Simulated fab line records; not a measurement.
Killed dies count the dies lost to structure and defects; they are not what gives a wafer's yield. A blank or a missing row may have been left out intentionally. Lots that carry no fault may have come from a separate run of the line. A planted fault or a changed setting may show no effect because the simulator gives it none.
Which tool did it?    flow n5-finfet    Sampling: 19 lots, 57 wafers, 3 of 1938 route steps

## WHAT EACH GAUGE READ, for each wafer
N5_BEOL_M8_THK_MEAS_01.
lot   measured      on             M8_ILD_THK (nm)
L074  day 9 06:14   film-metro-02  153.3 153.5 150.3
L076  day 9 10:34   film-metro-02  155.3 154.7 157.0
L075  day 9 17:59   film-metro-02  150.9 150.4 155.7
L077  day 9 21:33   film-metro-01  151.6 155.2 154.3
L078  day 10 07:34  film-metro-01  148.7 151.7 153.6
L079  day 10 15:52  film-metro-01  153.4 156.8 157.3
L081  day 10 22:53  film-metro-02  156.7 149.3 155.2
L082  day 11 06:07  film-metro-01  153.3 154.7 155.7
L083  day 11 11:50  film-metro-02  154.4 154.0 155.8
L084  day 11 18:59  film-metro-01  151.6 153.4 152.6
L085  day 11 20:34  film-metro-02  152.1 150.1 157.7
L087  day 12 08:25  film-metro-01  155.5 157.2 159.6
L090  day 13 02:33  film-metro-01  156.6 155.9 158.9
L089  day 13 09:14  film-metro-02  155.0 155.1 155.8
L092  day 13 20:05  film-metro-01  152.5 154.7 151.3
L093  day 14 12:32  film-metro-01  155.0 159.8 157.4
L091  day 14 15:03  film-metro-01  151.2 154.3 160.7
L097  day 15 04:40  film-metro-02  158.3 160.2 154.9
L096  day 15 05:13  film-metro-02  155.6 156.4 160.1

## EACH LOT AND THE TOOL THAT RAN IT (in order: tool; ch and the chambers of the sampled wafers; start)
lot   N5_BEOL_M7_DESCUM_33                N5_BEOL_M7_ETCH_72
L074  rie-diel-04 ch 0,1,2, day 9 01:58   rie-diel-04 ch 0,1,2, day 9 02:00
L076  rie-diel-05 ch 0,1,3, day 9 06:50   rie-diel-05 ch 0,1,3, day 9 06:52
L075  rie-diel-06 ch 1,2,3, day 9 14:16   rie-diel-06 ch 1,2,3, day 9 14:18
L077  rie-diel-05 ch 1,2, day 9 17:38     rie-diel-05 ch 1,2, day 9 17:40
L078  rie-diel-06 ch 0,1,3, day 10 00:18  rie-diel-06 ch 0,1,3, day 10 00:20
L079  rie-diel-05 ch 1,2,3, day 10 09:10  rie-diel-05 ch 1,2,3, day 10 09:12
L081  rie-diel-05 ch 0,1,3, day 10 17:43  rie-diel-05 ch 0,1,3, day 10 17:45
L082  rie-diel-06 ch 0,2,3, day 11 01:26  rie-diel-06 ch 0,2,3, day 11 01:28
L083  rie-diel-05 ch 1,3, day 11 07:31    rie-diel-05 ch 1,3, day 11 07:34
L084  rie-diel-05 ch 0,2,3, day 11 15:37  rie-diel-05 ch 0,2,3, day 11 15:39
L085  rie-diel-06 ch 1,2,3, day 11 15:40  rie-diel-06 ch 1,2,3, day 11 15:42
L087  rie-diel-05 ch 0,1,2, day 12 03:58  rie-diel-05 ch 0,1,2, day 12 03:59
L090  rie-diel-06 ch 1,2,3, day 12 22:24  rie-diel-06 ch 1,2,3, day 12 22:26
L089  rie-diel-05 ch 0,1,2, day 13 05:32  rie-diel-05 ch 0,1,2, day 13 05:34
L092  rie-diel-06 ch 0,1,2, day 13 16:01  rie-diel-06 ch 0,1,2, day 13 16:03
L093  rie-diel-05 ch 0,2,3, day 14 08:16  rie-diel-05 ch 0,2,3, day 14 08:18
L091  rie-diel-06 ch 1,2, day 14 10:02    rie-diel-06 ch 1,2, day 14 10:04
L097  rie-diel-06 ch 0,1, day 15 00:33    rie-diel-06 ch 0,1, day 15 00:35
L096  rie-diel-05 ch 2,3, day 15 00:58    rie-diel-05 ch 2,3, day 15 01:00
- N5_BEOL_M7_DESCUM_33: chemistry O2, time 7 s.
- N5_BEOL_M7_ETCH_72: etches underlayer in N2/H2, target depth 6.5 nm, time 5.2 s.

## WHAT THE TOOLS THEMSELVES READ (means of the sampled wafers that have a number; where no wafer has one, the mark that the record gives instead)
N5_BEOL_M7_DESCUM_33.
lot   tool         bias-power-w (W)  drypump-motor-current-A (A)  oes-product-au (a.u.)  rf-vpp-V (V)  showerhead-plenum-p-Torr (Torr)  throttle-valve-pct (%)
L074  rie-diel-04  20.09             5.4                          0.84                   242.9         2.09                             20.6
L076  rie-diel-05  19.96             5.5                          0.74                   243.4         2.09                             20.5
L075  rie-diel-06  19.99             5.6                          0.83                   242.9         2.07                             20.2
L077  rie-diel-05  20.05             5.8                          0.82                   243.7         2.12                             20.4
L078  rie-diel-06  20.00             5.4                          0.81                   243.0         2.10                             20.4
L079  rie-diel-05  19.97             5.7                          0.77                   244.6         2.12                             20.4
L081  rie-diel-05  20.06             5.5                          0.74                   243.3         2.08                             20.5
L082  rie-diel-06  20.06             5.1                          0.77                   243.1         2.04                             20.6
L083  rie-diel-05  20.03             5.7                          0.70                   243.6         2.12                             20.4
L084  rie-diel-05  19.98             5.6                          0.74                   243.0         2.08                             20.5
L085  rie-diel-06  20.00             5.6                          0.82                   243.4         2.07                             20.3
L087  rie-diel-05  19.99             5.6                          0.79                   242.8         2.08                             20.5
L090  rie-diel-06  19.96             5.6                          0.80                   243.4         2.06                             20.3
L089  rie-diel-05  19.97             5.6                          0.78                   242.6         2.08                             20.5
L092  rie-diel-06  19.96             5.6                          0.84                   242.8         2.09                             20.6
L093  rie-diel-05  20.06             5.5                          0.85                   243.2         2.08                             20.4
L091  rie-diel-06  19.99             6.0                          0.79                   244.2         2.12                             20.4
L097  rie-diel-06  20.02             5.4                          0.88                   244.2         2.12                             20.6
L096  rie-diel-05  20.00             5.7                          0.86                   244.4         2.11                             20.3

N5_BEOL_M7_ETCH_72.
lot   tool         drypump-motor-current-A (A)  etch-rf-on-time-s (s)  oes-product-au (a.u.)  rf-vpp-V (V)  showerhead-plenum-p-Torr (Torr)  throttle-valve-pct (%)
L074  rie-diel-04  5.4                          5.38                   0.70                   524.5         2.53                             17.98
L076  rie-diel-05  5.5                          5.20                   0.64                   524.2         2.55                             17.94
L075  rie-diel-06  5.6                          5.36                   0.70                   523.0         2.55                             17.79
L077  rie-diel-05  5.8                          5.10                   0.70                   524.1         2.56                             17.74
L078  rie-diel-06  5.4                          5.38                   0.68                   525.0         2.57                             17.91
L079  rie-diel-05  5.8                          5.18                   0.65                   525.5         2.58                             17.80
L081  rie-diel-05  5.5                          5.21                   0.63                   523.4         2.54                             17.95
L082  rie-diel-06  5.2                          5.38                   0.64                   521.9         2.49                             18.11
L083  rie-diel-05  5.7                          5.25                   0.61                   526.1         2.60                             17.87
L084  rie-diel-05  5.5                          5.28                   0.63                   523.6         2.54                             17.95
L085  rie-diel-06  5.6                          5.37                   0.68                   524.8         2.54                             17.82
L087  rie-diel-05  5.6                          5.19                   0.66                   523.4         2.52                             17.90
L090  rie-diel-06  5.6                          5.44                   0.67                   522.8         2.53                             17.84
L089  rie-diel-05  5.6                          5.26                   0.67                   523.6         2.52                             17.91
L092  rie-diel-06  5.6                          5.46                   0.70                   523.3         2.54                             18.01
L093  rie-diel-05  5.6                          5.23                   0.72                   523.3         2.54                             17.81
L091  rie-diel-06  6.1                          5.36                   0.66                   524.3         2.59                             17.84
L097  rie-diel-06  5.5                          5.34                   0.74                   525.2         2.57                             18.01
L096  rie-diel-05  5.8                          5.12                   0.72                   525.3         2.57                             17.68

## THE ANSWER, worked out from the rows above alone
Rule: usual is defined by the lots themselves. Put in order of their means at a reading, lots are off if they are a third of the lots or fewer, leave a main group of 4 or more, and stand apart from it by a gap of 3 or more times the standard deviation of the main group's means; of several such gaps the widest counts. Not used: any main group whose means are identical at the precision the tables above print for the reading. A lot without any number at a reading at which 4 lots or more have one is off too. All remaining lots with rows at the step are treated as sound. First the gauges in route order, then the tools' own readings, where a lot's mean is used as printed above. The first step at which some lot is off is used, and at that step the reading that is off furthest; a lot without a number counts as furthest.
No lot is off at any reading shown: from this, nothing can be told.

## WHAT THE SIMULATOR HAD INSERTED
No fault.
